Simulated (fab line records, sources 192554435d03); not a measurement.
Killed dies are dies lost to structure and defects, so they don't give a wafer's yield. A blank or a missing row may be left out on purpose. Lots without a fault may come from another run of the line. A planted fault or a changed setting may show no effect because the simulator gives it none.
fab line records | flow n5_finfet
record lots=24 wafers=72 last_day=18
route steps=1938 shown BEOL_M13@1692 BEOL_M15@1773
lots that met no fault: from a run of the same line without faults
start_h: hours from the record's first day to the start of the lot's first wafer shown | wait_h: hours since the lot's step before | " the same as in the row above | L1.1+2: a row that stands for several wafers | - no value, or no start given | * or withheld: withheld | < > ~ a bound
route shown NAME@n: a module of which the file shows steps, and the number in the route of the first | usual: mean/standard deviation of fault-free wafers | same: alike in all rows | chamber/n: place in a boat | sites: the reading at each site | _std_site: their standard deviation | _edge_site: outer sites' mean less inner sites' | radius_mm: how far each site lies from the wafer's centre | mask NAME#n: copy n | behind: the tool/chamber that last shaped the wafer | hold: why the lot was held/for how many hours/how that ended | device: the transistor (n, p or np) that didn't switch | end of line: the same wafers' tests at the end of the route | a step without rows: its recipe alone | killed: dies lost to structure and defects at the first sort, not the wafer's yield | map: a wafer's dies, x killed, . not, _ none there
set.NAME: the setting as run; set.NAME@STEP: as run at that earlier step | model.NAME: the simulator's own value behind a step, which no gauge read
steps of the route over a sample of lots; a table a step, a row a wafer
services: from which hour (start_h, from the record's first day; less than 0 if before it) a tool's chamber was out of use, for how many hours, and why
## steps
# step N5_BEOL_M13_DESCUM_33
# recipe chemistry=O2 time_s=7.9 source_power_w=50 bias_power_w=20 pressure_mtorr=20 rf_frequency_hz=2.712e+07 temp_c=40 o2_flow_sccm=225
# usual drypump_motor_current_A=5.8/0.4 oes_product_au=0.79/0.091 rf_vpp_V=243.0/1.4 showerhead_plenum_p_Torr=2.08/0.08 throttle_valve_pct=20.39/0.25
# columns lot.wafer tool chamber start_h wait_h drypump_motor_current_A oes_product_au rf_hours_counter_h rf_vpp_V showerhead_plenum_p_Torr throttle_valve_pct
L074.2 rie_diel-03 0 232.11 0.2 5.9 0.85 68 241.7 2.02 20.13
L074.4 " 3 " " 5.6 0.70 199 244.5 2.17 20.44
L074.6 " 2 " " 6.0 0.75 - 241.1 1.99 20.49
L075.1 rie_diel-03 0 256.74 0.0 5.9 0.85 74 241.4 2.02 20.14
L075.4 " 1 " " 5.7 0.76 164 243.9 2.08 20.21
L075.6 " 0 " " 5.9 0.83 - 241.4 2.02 20.15
L076.3 rie_diel-03 3 269.85 0.0 5.5 0.68 210 244.9 2.16 20.46
L076.5 " 2 " " 6.0 0.74 - 240.9 1.99 20.49
L076.6 " 1 " " 5.7 0.74 - 242.2 2.08 20.19
L077.2 rie_diel-04 3 271.33 0.0 6.3 0.84 76 244.0 2.22 20.63
L077.4 " 0 " " 5.5 0.69 244 241.9 1.96 20.57
L077.5 " 0 " " 5.5 0.68 - 241.5 1.96 20.57
L078.1 rie_diel-03 2 279.28 0.0 6.0 0.74 195 241.9 1.99 20.51
L078.3 " 1 " " 5.7 0.75 171 242.3 2.08 20.21
L078.4 " 3 " " 5.5 0.68 213 245.0 2.16 20.46
L080.2 rie_diel-03 2 295.83 0.0 6.0 0.74 199 241.9 1.98 20.50
L080.3 " 3 " " 5.5 0.68 218 243.2 2.16 20.48
L080.6 " 0 " " 5.9 0.81 - 242.0 2.01 20.16
L082.4 rie_diel-02 1 296.09 0.1 6.4 0.93 - 240.6 2.02 19.99
L082.5 " 2 " " 5.8 0.74 - 241.3 2.08 20.69
L082.6 " 0 " " 5.7 0.89 - 243.8 2.13 20.24
L079.1 rie_diel-03 0 296.38 0.0 5.9 0.82 86 241.9 2.01 20.15
L079.3 " 3 " " 5.5 0.68 218 245.2 2.16 20.48
L079.4 " 2 " " 6.0 0.74 200 241.5 1.98 20.51
L085.2 rie_diel-04 0 303.14 0.0 5.5 0.67 248 241.9 1.96 20.56
L085.3 " 1 " " 5.2 0.94 14 244.1 2.15 20.26
L085.5 " 3 " " 6.3 0.81 - 245.2 2.22 20.64
L081.3 rie_diel-02 2 305.08 0.0 5.8 0.73 179 243.1 2.08 20.70
L081.5 " 2 " " 5.9 0.73 - 243.0 2.08 20.67
L081.6 " 1 " " 6.3 0.92 - 242.3 2.02 19.98
L083.4 rie_diel-02 2 310.23 0.0 5.9 0.73 - 243.4 2.08 20.69
L083.5 " 3 " " 4.9 0.70 - 240.3 1.99 20.95
L083.6 " 1 " " 6.3 0.91 - 241.7 2.02 19.99
L084.3 rie_diel-02 2 313.01 0.1 5.8 0.73 184 242.7 2.08 20.70
L084.4 " 1 " " 6.4 0.91 - 242.3 2.02 20.00
L084.5 " 2 " " 5.9 0.72 - 243.2 2.08 20.70
L087.1 rie_diel-03 2 316.87 0.0 6.0 0.73 205 241.7 1.98 20.53
L087.3 " 3 " " 5.5 0.68 224 243.5 2.16 20.47
L087.6 " 0 " " 5.9 0.82 - 242.2 2.01 20.16
L088.2 rie_diel-04 2 319.72 0.2 5.8 0.71 208 241.3 2.05 20.33
L088.4 " 3 " " 6.3 0.81 - 244.5 2.22 20.64
L088.5 " 2 " " 5.8 0.71 - 241.8 2.05 20.34
L086.1 rie_diel-02 2 320.25 0.0 5.8 0.72 187 242.4 2.08 20.70
L086.3 " 0 " " 5.7 0.89 38 243.4 2.13 20.24
L086.5 " 1 " " 6.4 0.90 - 243.0 2.02 19.99
L089.4 rie_diel-02 1 343.77 0.0 6.4 0.90 38 241.9 2.02 20.03
L089.5 " 0 " " 5.7 0.86 - 242.9 2.13 20.25
L089.6 " 1 " " 6.4 0.88 - 241.8 2.02 20.01
L090.1 rie_diel-04 0 353.91 0.0 5.5 0.98 8 245.1 2.22 20.15
L090.3 " 2 " " 5.8 0.70 217 244.0 2.05 20.34
L090.5 " 0 " " 5.5 0.97 - 245.6 2.22 20.15
L093.2 rie_diel-02 2 360.41 0.0 5.8 0.72 199 243.3 2.08 20.71
L093.3 " 1 " " 6.3 0.88 42 242.7 2.02 20.02
L093.5 " 2 " " 5.8 0.71 - 243.5 2.08 20.71
L091.3 rie_diel-03 3 360.96 0.0 5.5 0.67 236 244.3 2.15 20.52
L091.5 " 2 " " 6.0 0.73 - 241.6 1.98 20.53
L091.6 " 1 " " 5.7 0.73 - 243.5 2.07 20.25
L092.2 rie_diel-03 0 367.21 0.2 5.9 0.80 104 241.6 2.01 20.16
L092.3 " 2 " " 6.0 0.72 221 242.6 1.98 20.55
L092.6 " 3 " " 5.5 0.66 - 244.4 2.15 20.50
L094.1 rie_diel-02 0 367.63 0.2 5.7 0.85 52 241.4 2.12 20.27
L094.5 " 3 " " 4.9 0.95 - 245.0 2.25 20.57
L094.6 " 2 " " 5.9 0.71 - 244.0 2.08 20.71
L095.1 rie_diel-02 1 390.38 0.0 6.3 0.86 53 242.0 2.01 20.03
L095.4 " 2 " " 5.9 0.71 209 242.6 2.07 20.74
L095.5 " 3 " " 4.9 0.93 - 245.4 2.25 20.58
L096.1 rie_diel-03 3 401.07 0.3 5.6 0.65 247 244.9 2.15 20.52
L096.2 " 0 " " 5.9 0.78 112 242.4 2.00 20.19
L096.5 " 0 " " 5.9 0.79 - 243.4 2.00 20.20
L097.2 rie_diel-04 3 403.65 0.1 6.3 0.79 117 245.4 2.21 20.69
L097.3 " 2 " " 5.8 0.68 233 242.4 2.04 20.37
L097.5 " 2 " " 5.8 0.68 - 241.5 2.04 20.36
# step N5_BEOL_M13_ETCH_38
# recipe chemistry=CF4/N2 target=SiCN target_depth_a=675 taper_deg=2 time_s=71.9 ion_energy_ev=150 mask_material=SiO2 pressure_mtorr=40 source_w=430 bias_w=70 Ar_flow_sccm=100 cf4_flow_sccm=60 n2_flow_sccm=60
# usual drypump_motor_current_A=5.7/0.41 oes_product_au=0.78/0.087 rf_vpp_V=381.9/2 showerhead_plenum_p_Torr=2.19/0.074 throttle_valve_pct=15.46/0.25
# columns lot.wafer tool chamber start_h wait_h drypump_motor_current_A oes_product_au rf_hours_counter_h rf_vpp_V showerhead_plenum_p_Torr throttle_valve_pct
L074.2 rie_diel-04 3 238.59 - 6.3 0.83 66 385.4 2.33 15.43
L074.4 " 0 " " 5.5 0.69 - 378.8 2.09 15.70
L074.6 " 2 " " 5.8 0.72 - 381.6 2.20 15.51
L075.1 rie_diel-03 2 260.87 - 6.0 0.74 189 380.3 2.11 15.57
L075.4 " 1 " " 5.7 0.75 165 381.8 2.20 15.32
L075.6 " 1 " " 5.7 0.76 - 382.0 2.20 15.31
L076.3 rie_diel-02 2 270.67 - 5.8 0.75 169 381.7 2.21 15.74
L076.5 " 3 " " 4.9 0.73 - 380.9 2.09 15.83
L076.6 " 0 " " 5.7 0.90 - 384.7 2.25 15.15
L077.2 rie_diel-03 3 272.11 - 5.5 0.69 211 384.7 2.28 15.57
L077.4 " 1 " " 5.7 0.76 169 382.5 2.20 15.32
L077.5 " 0 " " 5.9 0.81 - 380.2 2.14 15.21
L078.1 rie_diel-04 0 280.17 - 5.5 0.68 246 380.3 2.09 15.74
L078.3 " 1 " " 5.2 0.94 6 384.0 2.26 15.13
L078.4 " 3 " " 6.3 0.82 78 385.6 2.33 15.46
L080.2 rie_diel-03 0 296.92 - 5.9 0.79 86 380.7 2.13 15.22
L080.3 " 1 " " 5.7 0.74 176 382.7 2.20 15.32
L080.6 " 0 " " 5.9 0.80 - 382.4 2.13 15.24
L079.1 rie_diel-02 1 297.49 - 6.3 0.92 20 382.6 2.17 15.11
L079.3 " 2 " " 5.9 0.73 176 381.5 2.21 15.75
L079.4 " 1 " " 6.4 0.92 - 381.5 2.17 15.11
L082.4 rie_diel-02 0 301.57 - 5.7 0.90 35 384.5 2.24 15.19
L082.5 " 0 " " 5.7 0.90 - 384.6 2.24 15.17
L082.6 " 3 " " 4.9 0.73 - 379.0 2.09 15.88
L085.2 rie_diel-02 3 303.87 - 4.9 0.73 240 380.0 2.09 15.87
L085.3 " 0 " " 5.7 0.89 36 382.5 2.24 15.17
L085.5 " 2 " " 5.9 0.74 - 381.7 2.21 15.75
L081.3 rie_diel-02 1 307.05 - 6.4 0.91 24 380.9 2.16 15.11
L081.5 " 3 " " 4.9 0.73 - 379.5 2.09 15.88
L081.6 " 2 " " 5.8 0.75 - 381.8 2.21 15.76
L083.4 rie_diel-02 1 312.62 - 6.3 0.90 - 380.0 2.16 15.11
L083.5 " 2 " " 5.9 0.73 - 382.1 2.20 15.77
L083.6 " 3 " " 4.9 0.72 - 379.0 2.08 15.88
L084.3 rie_diel-02 3 315.78 - 4.9 0.73 247 378.3 2.08 15.88
L084.4 " 0 " " 5.7 0.89 36 382.6 2.24 15.19
L084.5 " 3 " " 4.9 0.72 - 377.8 2.08 15.87
L087.1 rie_diel-04 1 318.52 - 5.2 0.91 20 382.8 2.25 15.15
L087.3 " 3 " " 6.3 0.79 92 385.6 2.32 15.50
L087.6 " 3 " " 6.3 0.79 - 384.0 2.32 15.50
L088.2 rie_diel-03 3 320.43 - 5.5 0.67 225 384.1 2.27 15.60
L088.4 " 1 " " 5.7 0.74 - 381.7 2.20 15.33
L088.5 " 2 " " 6.0 0.73 - 381.5 2.11 15.63
L086.1 rie_diel-04 0 321.00 - 5.5 1.04 0 386.1 2.35 15.23
L086.3 " 2 " " 5.8 0.71 208 381.0 2.19 15.56
L086.5 " 2 " " 5.8 0.70 - 382.5 2.19 15.58
L089.4 rie_diel-03 0 347.65 - 5.9 0.79 97 380.5 2.13 15.25
L089.5 " 3 " " 5.5 0.68 - 384.4 2.27 15.60
L089.6 " 2 " " 6.0 0.72 - 379.8 2.10 15.64
L090.1 rie_diel-03 0 357.52 - 5.9 0.79 100 380.9 2.13 15.25
L090.3 " 2 " " 6.0 0.73 218 380.3 2.10 15.64
L090.5 " 2 " " 6.0 0.72 - 380.2 2.10 15.64
L093.2 rie_diel-02 0 361.11 - 5.7 0.87 49 383.7 2.24 15.20
L093.3 " 1 " " 6.3 0.87 43 382.4 2.16 15.15
L093.5 " 1 " " 6.4 0.87 - 381.6 2.16 15.17
L091.3 rie_diel-03 2 361.66 - 6.1 0.72 219 379.7 2.10 15.62
L091.5 " 2 " " 6.0 0.72 - 380.4 2.10 15.63
L091.6 " 1 " " 5.7 0.74 - 380.8 2.19 15.37
L094.1 rie_diel-02 2 369.03 - 5.8 0.71 202 381.3 2.20 15.81
L094.5 " 3 " " 4.9 0.98 - 386.2 2.34 15.38
L094.6 " 2 " " 5.9 0.72 - 381.9 2.20 15.80
L092.2 rie_diel-03 1 370.01 - 5.7 0.73 198 381.9 2.19 15.37
L092.3 " 2 " " 6.0 0.73 222 379.5 2.10 15.65
L092.6 " 1 " " 5.7 0.74 - 381.7 2.19 15.37
L095.1 rie_diel-02 1 394.41 - 6.3 0.86 54 382.1 2.15 15.18
L095.4 " 2 " " 5.9 0.71 210 381.1 2.19 15.82
L095.5 " 2 " " 5.9 0.71 - 383.0 2.19 15.81
L096.1 rie_diel-04 3 403.39 - 6.3 0.77 116 384.3 2.32 15.55
L096.2 " 1 " " 5.2 0.86 42 382.2 2.25 15.19
L096.5 " 1 " " 5.2 0.87 - 383.1 2.25 15.19
L097.2 rie_diel-03 0 405.20 - 5.9 0.77 114 380.9 2.12 15.28
L097.3 " 2 " " 6.0 0.71 231 380.7 2.10 15.69
L097.5 " 1 " " 5.7 0.72 - 383.1 2.19 15.39
# step N5_BEOL_M15_ILD_DEP_00
# recipe material=SiO2 target_thk_a=16293 temp_c=400 precursor=TEOS/O2 pressure_torr=6.5 rf_w=900 teos_flow_sccm=161.4 gas=O2 flow_sccm=2650 time_s=346.1
# usual heater_power_w=631/110 showerhead_plenum_p_Torr=8.333/0.027 susceptor_temp_C=400.01/0.22 throttle_valve_pct=18.9/1.3
# columns lot.wafer tool chamber start_h wait_h heater_power_w showerhead_plenum_p_Torr susceptor_temp_C throttle_valve_pct
L074.2 pecvd-03 2 245.06 0.0 586 8.332 400.16 18.4
L074.4 " 0 " " 403 8.361 400.07 19.3
L074.6 " 0 " " 494 8.327 399.76 19.2
L075.1 pecvd-01 2 268.49 0.0 536 8.306 400.13 17.7
L075.4 " 0 " " 608 8.326 399.81 19.7
L075.6 " 2 " " 417 8.292 399.75 17.8
L076.3 pecvd-04 0 278.45 0.0 764 8.360 399.90 19.5
L076.5 " 0 " " 608 8.335 399.94 19.4
L076.6 " 1 " " 802 8.381 400.36 20.7
L077.2 pecvd-01 1 281.86 0.0 740 8.345 400.16 17.1
L077.4 " 2 " " 554 8.292 400.11 17.8
L077.5 " 0 " " 642 8.306 399.72 19.9
L078.1 pecvd-03 2 288.20 0.0 585 8.317 400.28 18.8
L078.3 " 1 " " 751 8.350 400.25 20.1
L078.4 " 2 " " 450 8.322 399.97 18.5
L080.2 pecvd-04 0 304.36 0.0 709 8.358 400.41 19.7
L080.3 " 1 " " 804 8.381 400.22 20.7
L080.6 " 1 " " 646 8.374 399.81 20.8
L079.1 pecvd-03 2 305.46 0.0 591 8.341 400.28 18.4
L079.3 " 1 " " 748 8.339 400.06 20.6
L079.4 " 0 " " 527 8.351 399.55 19.3
L082.4 pecvd-04 2 311.34 0.1 577 8.312 400.11 17.8
L082.5 " 0 " " 743 8.349 400.02 19.5
L082.6 " 1 " " 817 8.378 399.88 20.9
L085.2 pecvd-04 0 311.61 0.0 616 8.370 399.93 19.6
L085.3 " 2 " " 726 8.317 400.15 17.8
L085.5 " 2 " " 589 8.310 399.84 17.7
L081.3 pecvd-04 1 314.69 0.0 686 8.391 399.85 20.6
L081.5 " 0 " " 582 8.356 399.89 19.6
L081.6 " 2 " " 743 8.308 400.05 17.8
L083.4 pecvd-01 2 322.53 0.1 571 8.285 400.08 17.8
L083.5 " 0 " " 633 8.316 400.22 19.8
L083.6 " 1 " " 815 8.345 400.09 17.3
L084.3 pecvd-01 1 323.18 0.0 778 8.341 399.75 17.0
L084.4 " 2 " " 535 8.267 399.95 17.8
L084.5 " 1 " " 638 8.322 399.67 16.8
L087.1 pecvd-04 2 325.12 0.0 628 8.309 400.28 17.6
L087.3 " 0 " " 603 8.328 400.22 19.5
L087.6 " 1 " " 796 8.401 399.93 20.4
L088.2 pecvd-04 1 330.29 0.0 691 8.362 399.79 20.8
L088.4 " 0 " " 783 8.351 400.03 19.4
L088.5 " 2 " " 585 8.336 400.00 17.8
L086.1 pecvd-01 1 331.19 0.0 745 8.348 400.19 17.0
L086.3 " 0 " " 541 8.312 400.16 19.8
L086.5 " 1 " " 638 8.334 400.28 17.0
L089.4 pecvd-04 0 355.39 0.1 749 8.357 400.09 19.7
L089.5 " 1 " " 656 8.368 400.01 20.8
L089.6 " 2 " " 754 8.322 400.32 17.9
L090.1 pecvd-01 0 365.77 0.0 625 8.308 399.80 19.8
L090.3 " 2 " " 410 8.312 399.93 18.0
L090.5 " 2 " " 514 8.279 399.91 18.1
L091.3 pecvd-01 2 369.11 0.0 568 8.276 400.03 18.2
L091.5 " 0 " " 596 8.333 399.65 19.6
L091.6 " 1 " " 635 8.345 399.72 17.0
L093.2 pecvd-04 1 375.72 0.0 749 8.352 399.81 20.9
L093.3 " 2 " " 744 8.336 399.55 17.6
L093.5 " 2 " " 570 8.318 399.88 17.7
L094.1 pecvd-01 1 375.85 0.0 654 8.331 400.33 17.0
L094.5 " 1 " " 753 8.323 399.99 17.1
L094.6 " 2 " " 545 8.294 399.76 18.1
L092.2 pecvd-01 0 376.42 0.0 579 8.310 399.93 20.1
L092.3 " 1 " " 824 8.325 399.98 17.1
L092.6 " 0 " " 477 8.350 399.62 20.2
L095.1 pecvd-01 0 401.78 0.0 627 8.346 399.90 19.8
L095.4 " 1 " " 797 8.340 400.14 17.3
L095.5 " 2 " " 562 8.299 399.71 17.9
L096.1 pecvd-01 1 416.51 0.0 781 8.325 400.32 17.2
L096.2 " 2 " " 496 8.279 399.93 18.1
L096.5 " 2 " " 552 8.288 400.22 18.1
L097.2 pecvd-04 2 416.70 0.0 664 8.316 400.10 18.0
L097.3 " 0 " " 736 8.362 400.19 19.7
L097.5 " 0 " " 609 8.354 399.75 19.9
# step N5_BEOL_M15_INSPECT_12
# recipe mode=adi inspect_instrument=macro
# usual raw_defect_count=2.1/1.6
# columns lot.wafer tool chamber start_h wait_h raw_defect_count
L074.2 defect_inspect-01 - 245.77 0.0 1
L074.4 " - " " 2
L074.6 " - " " 1
L075.1 defect_inspect-02 - 269.10 0.0 3
L075.4 " - " " 2
L075.6 " - " " 4
L076.3 defect_inspect-01 - 279.06 0.0 3
L076.5 " - " " 2
L076.6 " - " " 3
L077.2 defect_inspect-02 - 282.47 0.0 2
L077.4 " - " " 2
L077.5 " - " " 3
L078.1 defect_inspect-01 - 288.93 0.0 3
L078.3 " - " " 5
L078.4 " - " " 1
L080.2 defect_inspect-02 - 305.09 0.0 3
L080.3 " - " " 1
L080.6 " - " " 3
L079.1 defect_inspect-01 - 306.07 0.0 1
L079.3 " - " " 4
L079.4 " - " " 2
L082.4 defect_inspect-02 - 311.97 0.0 1
L082.5 " - " " 3
L082.6 " - " " 3
L085.2 defect_inspect-02 - 312.22 0.0 2
L085.3 " - " " 1
L085.5 " - " " 3
L081.3 defect_inspect-01 - 315.46 0.0 1
L081.5 " - " " 0
L081.6 " - " " 4
L083.4 defect_inspect-02 - 323.03 0.0 3
L083.5 " - " " 2
L083.6 " - " " 3
L084.3 defect_inspect-02 - 323.92 0.0 2
L084.4 " - " " 5
L084.5 " - " " 1
L087.1 defect_inspect-01 - 325.73 0.0 7
L087.3 " - " " 3
L087.6 " - " " 2
L088.2 defect_inspect-01 - 330.90 0.0 1
L088.4 " - " " 2
L088.5 " - " " 0
L086.1 defect_inspect-02 - 331.80 0.0 3
L086.3 " - " " 1
L086.5 " - " " 3
L089.4 defect_inspect-01 - 355.89 0.0 1
L089.5 " - " " 2
L089.6 " - " " 3
L090.1 defect_inspect-02 - 366.38 0.0 2
L090.3 " - " " 1
L090.5 " - " " 1
L091.3 defect_inspect-02 - 369.84 0.0 1
L091.5 " - " " 2
L091.6 " - " " 0
L093.2 defect_inspect-01 - 376.33 0.0 2
L093.3 " - " " 1
L093.5 " - " " 2
L094.1 defect_inspect-01 - 376.59 0.0 0
L094.5 " - " " 0
L094.6 " - " " 2
L092.2 defect_inspect-01 - 377.15 0.0 0
L092.3 " - " " 4
L092.6 " - " " 4
L095.1 defect_inspect-02 - 402.39 0.0 5
L095.4 " - " " 1
L095.5 " - " " 0
L096.1 defect_inspect-02 - 417.25 0.0 2
L096.2 " - " " 2
L096.5 " - " " 1
L097.2 defect_inspect-02 - 417.43 0.0 1
L097.3 " - " " 2
L097.5 " - " " 2
# step N5_BEOL_M15_STRIP_64
# recipe chemistry=O2 power_w=600 temp_c=60 pressure_mtorr=30 rf_frequency_hz=6e+07 bias_power_w=0 overash_fraction=0.3 o2_flow_sccm=225
# usual drypump_motor_current_A=5.7/0.44 oes_product_au=0.80/0.096 rf_vpp_V=3.6/0.5 showerhead_plenum_p_Torr=2.10/0.083 throttle_valve_pct=16.64/0.24
# same overash_fraction=0.3
# columns lot.wafer tool chamber start_h wait_h drypump_motor_current_A oes_product_au rf_hours_counter_h rf_vpp_V showerhead_plenum_p_Torr throttle_valve_pct
L074.2 rie_diel-03 0 - - 5.9 0.83 71 3.8 2.02 16.37
L074.4 " 3 " " 5.5 0.69 203 3.4 2.17 16.75
L074.6 " 2 " " 6.1 0.75 - 2.8 1.99 16.75
L075.1 rie_diel-04 1 - - 5.2 0.97 3 3.5 2.16 16.43
L075.4 " 2 " " 5.8 0.71 191 3.0 2.06 16.62
L075.6 " 1 " " 5.2 0.97 - 3.5 2.16 16.43
L076.3 rie_diel-02 1 - - 6.4 0.94 14 4.7 2.03 16.20
L076.5 " 1 " " 6.4 0.94 - 4.2 2.03 16.21
L076.6 " 0 " " 5.7 0.90 - 3.0 2.14 16.41
L077.2 rie_diel-04 3 - - 6.3 0.83 79 3.6 2.23 16.78
L077.4 " 1 " " 5.2 0.96 7 2.6 2.16 16.43
L077.5 " 3 " " 6.3 0.84 - 4.0 2.23 16.78
L078.1 rie_diel-04 3 - - 6.3 0.82 82 4.1 2.23 16.76
L078.3 " 2 " " 5.8 0.71 197 4.4 2.06 16.63
L078.4 " 2 " " 5.8 0.72 - 3.3 2.06 16.62
L080.2 rie_diel-03 0 - - 5.9 0.82 88 3.6 2.01 16.42
L080.3 " 2 " " 6.1 0.73 202 3.8 1.99 16.79
L080.6 " 0 " " 5.9 0.81 - 3.4 2.01 16.40
L079.1 rie_diel-04 0 - - 5.5 0.68 249 3.6 1.96 16.88
L079.3 " 2 " " 5.8 0.70 203 3.6 2.05 16.64
L079.4 " 1 " " 5.2 0.94 16 2.5 2.15 16.44
L082.4 rie_diel-02 2 - - 5.9 0.73 - 3.4 2.09 16.97
L082.5 " 1 " " 6.3 0.90 - 3.3 2.03 16.23
L082.6 " 3 " " 4.9 0.70 - 3.3 1.99 17.19
L085.2 rie_diel-04 2 - - 5.8 0.71 205 3.3 2.05 16.64
L085.3 " 1 " " 5.2 0.93 18 3.8 2.15 16.44
L085.5 " 1 " " 5.2 0.93 - 3.8 2.15 16.45
L081.3 rie_diel-02 0 - - 5.7 0.88 36 3.3 2.13 16.45
L081.5 " 3 " " 4.9 0.69 - 3.0 1.99 17.20
L081.6 " 0 " " 5.7 0.86 - 3.8 2.13 16.42
L083.4 rie_diel-02 2 - - 5.9 0.72 188 4.4 2.08 16.95
L083.5 " 1 " " 6.3 0.89 - 3.7 2.02 16.22
L083.6 " 2 " " 5.8 0.72 - 3.8 2.08 16.97
L084.3 rie_diel-04 2 - - 5.8 0.71 210 3.7 2.05 16.66
L084.4 " 1 " " 5.2 0.92 22 4.4 2.15 16.44
L084.5 " 2 " " 5.8 0.70 - 4.0 2.05 16.66
L087.1 rie_diel-03 3 - - 5.5 0.66 227 3.9 2.16 16.79
L087.3 " 1 " " 5.7 0.74 185 4.8 2.08 16.52
L087.6 " 3 " " 5.5 0.67 - 3.9 2.16 16.78
L088.2 rie_diel-04 3 - - 6.3 0.81 96 2.9 2.22 16.80
L088.4 " 2 " " 5.8 0.70 212 4.0 2.05 16.66
L088.5 " 1 " " 5.2 0.91 - 3.9 2.15 16.45
L086.1 rie_diel-03 3 - - 5.5 0.68 230 4.0 2.16 16.78
L086.3 " 2 " " 6.0 0.73 211 3.3 1.99 16.81
L086.5 " 1 " " 5.7 0.74 - 3.2 2.07 16.54
L089.4 rie_diel-02 0 - - 5.7 0.86 48 4.1 2.13 16.45
L089.5 " 2 " " 5.9 0.72 - 2.8 2.08 16.99
L089.6 " 3 " " 4.9 0.97 - 2.9 2.25 16.72
L090.1 rie_diel-03 0 - - 5.9 0.81 103 4.3 2.01 16.44
L090.3 " 3 " " 5.5 0.66 238 3.2 2.16 16.79
L090.5 " 0 " " 5.9 0.81 - 3.7 2.01 16.46
L091.3 rie_diel-02 3 - - 4.8 0.95 10 2.0 2.25 16.73
L091.5 " 1 " " 6.4 0.87 - 3.6 2.02 16.28
L091.6 " 0 " " 5.7 0.86 - 3.9 2.13 16.48
L093.2 rie_diel-02 3 - - 4.9 0.95 12 3.8 2.25 16.72
L093.3 " 2 " " 5.9 0.71 205 4.1 2.08 16.99
L093.5 " 1 " " 6.3 0.87 - 4.6 2.02 16.27
L094.1 rie_diel-04 3 - - 6.3 0.79 108 3.5 2.22 16.83
L094.5 " 2 " " 5.8 0.68 - 4.3 2.05 16.67
L094.6 " 3 " " 6.3 0.79 - 3.5 2.22 16.82
L092.2 rie_diel-02 0 - - 5.7 0.85 55 3.9 2.13 16.47
L092.3 " 1 " " 6.4 0.87 49 3.7 2.02 16.27
L092.6 " 0 " " 5.7 0.86 - 4.3 2.13 16.48
L095.1 rie_diel-02 2 - - 5.8 0.70 212 3.9 2.08 17.00
L095.4 " 0 " " 5.7 0.84 63 3.9 2.12 16.49
L095.5 " 0 " " 5.7 0.84 - 3.4 2.12 16.49
L096.1 rie_diel-02 0 - - 5.7 0.83 67 3.7 2.12 16.49
L096.2 " 3 " " 4.9 0.91 24 3.3 2.25 16.76
L096.5 " 0 " " 5.7 0.83 - 3.8 2.12 16.50
L097.2 rie_diel-04 0 - - 5.5 0.93 24 3.5 2.22 16.43
L097.3 " 3 " " 6.3 0.78 121 3.3 2.21 16.86
L097.5 " 3 " " 6.3 0.78 - 3.6 2.21 16.85
# step N5_BEOL_M15_CD_MEAS_17
# recipe target_cd_nm=360 polarity=opening
# usual cd_nm=359.8/2.4
# columns lot.wafer tool chamber start_h wait_h cd_nm
L074.2 cd_sem-01 - 246.35 0.0 361.7
L074.4 " - " " 364.5
L074.6 " - " " 361.7
L075.1 cd_sem-01 - 269.63 0.0 356.5
L075.4 " - " " 356.6
L075.6 " - " " 360.7
L076.3 cd_sem-01 - 279.59 0.0 361.2
L076.5 " - " " 362.4
L076.6 " - " " 363.0
L077.2 cd_sem-03 - 283.28 0.0 362.5
L077.4 " - " " 360.4
L077.5 " - " " 357.7
L078.1 cd_sem-01 - 289.46 0.0 356.3
L078.3 " - " " 355.3
L078.4 " - " " 355.3
L080.2 cd_sem-03 - 305.62 0.0 355.7
L080.3 " - " " 356.6
L080.6 " - " " 360.4
L079.1 cd_sem-01 - 306.60 0.0 362.5
L079.3 " - " " 361.4
L079.4 " - " " 361.0
L082.4 cd_sem-01 - 312.50 0.0 358.3
L082.5 " - " " 362.3
L082.6 " - " " 361.9
L085.2 cd_sem-03 - 312.85 0.0 359.1
L085.3 " - " " 361.0
L085.5 " - " " 360.9
L081.3 cd_sem-02 - 316.47 0.0 359.2
L081.5 " - " " 358.6
L081.6 " - " " 362.4
L083.4 cd_sem-01 - 323.56 0.0 357.2
L083.5 " - " " 359.6
L083.6 " - " " 362.2
L084.3 cd_sem-01 - 324.46 0.0 360.7
L084.4 " - " " 360.3
L084.5 " - " " 361.2
L087.1 cd_sem-03 - 326.26 0.0 361.7
L087.3 " - " " 363.0
L087.6 " - " " 361.1
L088.2 cd_sem-02 - 331.44 0.0 362.1
L088.4 " - " " 361.3
L088.5 " - " " 360.9
L086.1 cd_sem-03 - 332.33 0.0 358.0
L086.3 " - " " 357.5
L086.5 " - " " 358.6
L089.4 cd_sem-01 - 356.43 0.0 362.0
L089.5 " - " " 363.4
L089.6 " - " " 360.7
L090.1 cd_sem-02 - 366.91 0.0 359.1
L090.3 " - " " 358.0
L090.5 " - " " 358.0
L091.3 cd_sem-02 - 370.37 0.0 360.3
L091.5 " - " " 361.7
L091.6 " - " " 360.3
L093.2 cd_sem-01 - 376.86 0.0 360.8
L093.3 " - " " 357.9
L093.5 " - " " 361.2
L094.1 cd_sem-01 - 377.12 0.0 365.3
L094.5 " - " " 360.3
L094.6 " - " " 362.5
L092.2 cd_sem-01 - 378.00 0.0 360.2
L092.3 " - " " 360.5
L092.6 " - " " 364.0
L095.1 cd_sem-01 - 402.92 0.0 355.5
L095.4 " - " " 358.7
L095.5 " - " " 363.5
L096.1 cd_sem-01 - 417.78 0.0 357.9
L096.2 " - " " 359.4
L096.5 " - " " 363.7
L097.2 cd_sem-02 - 417.96 0.0 354.0
L097.3 " - " " 356.6
L097.5 " - " " 357.6
## services
# columns tool chamber start_h hours kind
rie_diel-04 1 225.88 - clean
rie_diel-04 1 225.88 - consumable_replace:focus_ring
rie_diel-04 1 225.88 31.8 scheduled_down
pecvd-03 1 241.93 22.3 repair
rie_diel-02 1 257.11 6.0 repair
rie_diel-04 0 284.54 18.3 repair
pecvd-01 - 293.53 14.6 pm
rie_diel-02 3 293.80 6.4 repair
rie_diel-03 0 318.87 4.7 repair
rie_diel-02 3 325.04 - clean
rie_diel-02 3 325.04 - consumable_replace:focus_ring
rie_diel-02 3 325.04 - consumable_replace:showerhead
rie_diel-02 3 325.04 14.1 scheduled_down
rie_diel-02 3 325.04 14.1 vent_cycle
rie_diel-03 0 325.59 3.4 repair
rie_diel-04 1 350.14 7.9 repair
pecvd-03 - 361.79 0.8 repair
rie_diel-04 0 378.54 9.7 repair
pecvd-01 - 406.79 5.5 pm
rie_diel-03 3 410.30 - clean
rie_diel-03 3 410.30 - consumable_replace:focus_ring
rie_diel-03 3 410.30 22.1 scheduled_down
rie_diel-03 3 410.30 22.1 vent_cycle
rie_diel-02 1 412.41 6.0 repair
## key
fault none
